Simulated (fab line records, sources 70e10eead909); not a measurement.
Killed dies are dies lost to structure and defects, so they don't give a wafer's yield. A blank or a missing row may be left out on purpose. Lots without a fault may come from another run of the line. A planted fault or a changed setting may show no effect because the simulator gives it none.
Problem report in the 8D (eight disciplines) form, filled by code | flow nand_harc | the parts of the form that need people (team, actions taken, sign-off) are left out

1. THE PROBLEM
killed_at_array at NHARC_END_SORT_01 reads a mean of 674 on 2 wafers of 2 lots; wafers without a fault read 64 with a standard deviation of 16. That is +38 standard deviations from the usual mean.
First seen on wafer L385.3, day 31 05:57, on prober-01. The record holds 4 wafers of 2 lots with a number at this step. Rule for "out", or "out of limits": more than 4 standard deviations from the usual mean. The other wafers with a number count as sound.

2. WHAT IT IS AND WHAT IT IS NOT
question                    | is                           | is not
which readings at this step | killed_at_array, killed_dies | killed_at_other, killed_at_periphery, killed_open, killed_short
which lots                  | L385, L388                   | -
which wafers of those lots  | L385.3, L388.6               | L385.4, L388.5
read on which gauges        | prober-01                    | -
when                        | from day 31 05:57            | up to then (0 sound wafers); but 2 sound wafers of L385, L388 came after

3. SUSPECTS, AND WHAT RULES EACH OUT
Counting: a tool at a process step up to the reading stays a suspect if it ran every lot that is out. Sound lots after the first of them don't rule it out here, since some wafers of a struck lot are sound.
- the gauge at NHARC_END_SORT_01: kept. All the wafers that are out were read on prober-01, and no step on other tools shows them out.
- acl_dep-01 at NHARC_A_CHANNEL_HOLE_D2_DEP_00 (deposits aC, target thk 3100 nm): kept. It ran every lot that is out, first L385 (day 19 17:05).
- rie_diel-09 at NHARC_A_BONDPAD_DESCUM_11 (chemistry O2, time 3 s): kept. It ran every lot that is out, first L385 (day 29 14:40).
Left after counting: acl_dep-01 at NHARC_A_CHANNEL_HOLE_D2_DEP_00, rie_diel-09 at NHARC_A_BONDPAD_DESCUM_11, prober-01 at NHARC_END_SORT_01.

4. THE CAUSE (what the simulator had put in)
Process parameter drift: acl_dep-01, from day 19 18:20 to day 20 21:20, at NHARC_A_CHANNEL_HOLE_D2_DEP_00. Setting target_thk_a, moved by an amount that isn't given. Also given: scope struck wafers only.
Counting left 3 suspects, and this tool is among them.

5. THE CHAIN OF EFFECTS, in route order
Each row: a reading whose mean over the struck wafers that have a number lies more than 3 standard deviations from the usual. Only readings for which the record gives a usual standard deviation are gone through. hours: the time from each lot's start at the first step in this table that gives one to its start at this step, as a median over the lots. sigmas: the change in usual standard deviations.
hours | step              | reading         | usual | on struck wafers | change | sigmas
0     | NHARC_END_SORT_01 | killed_at_array | 64    | 674              | +610   | +38
0     | NHARC_END_SORT_01 | killed_dies     | 69    | 677              | +608   | +36

6. WHAT WOULD HAVE CAUGHT IT SOONER
In this record the first reading out of limits at a measuring or inspecting step was taken at day 31 05:57, 276 hours after the fault began at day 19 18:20.
Of the tool readings at NHARC_A_CHANNEL_HOLE_D2_DEP_00 for which the record gives a usual standard deviation, none was out on any struck wafer, so an alarm limit of 4 standard deviations on them would not have fired.
All the lots that are out (2) had begun NHARC_A_CHANNEL_HOLE_D2_DEP_00 on acl_dep-01 by day 31 05:57. A hold on the tool at that time would have spared none of them.
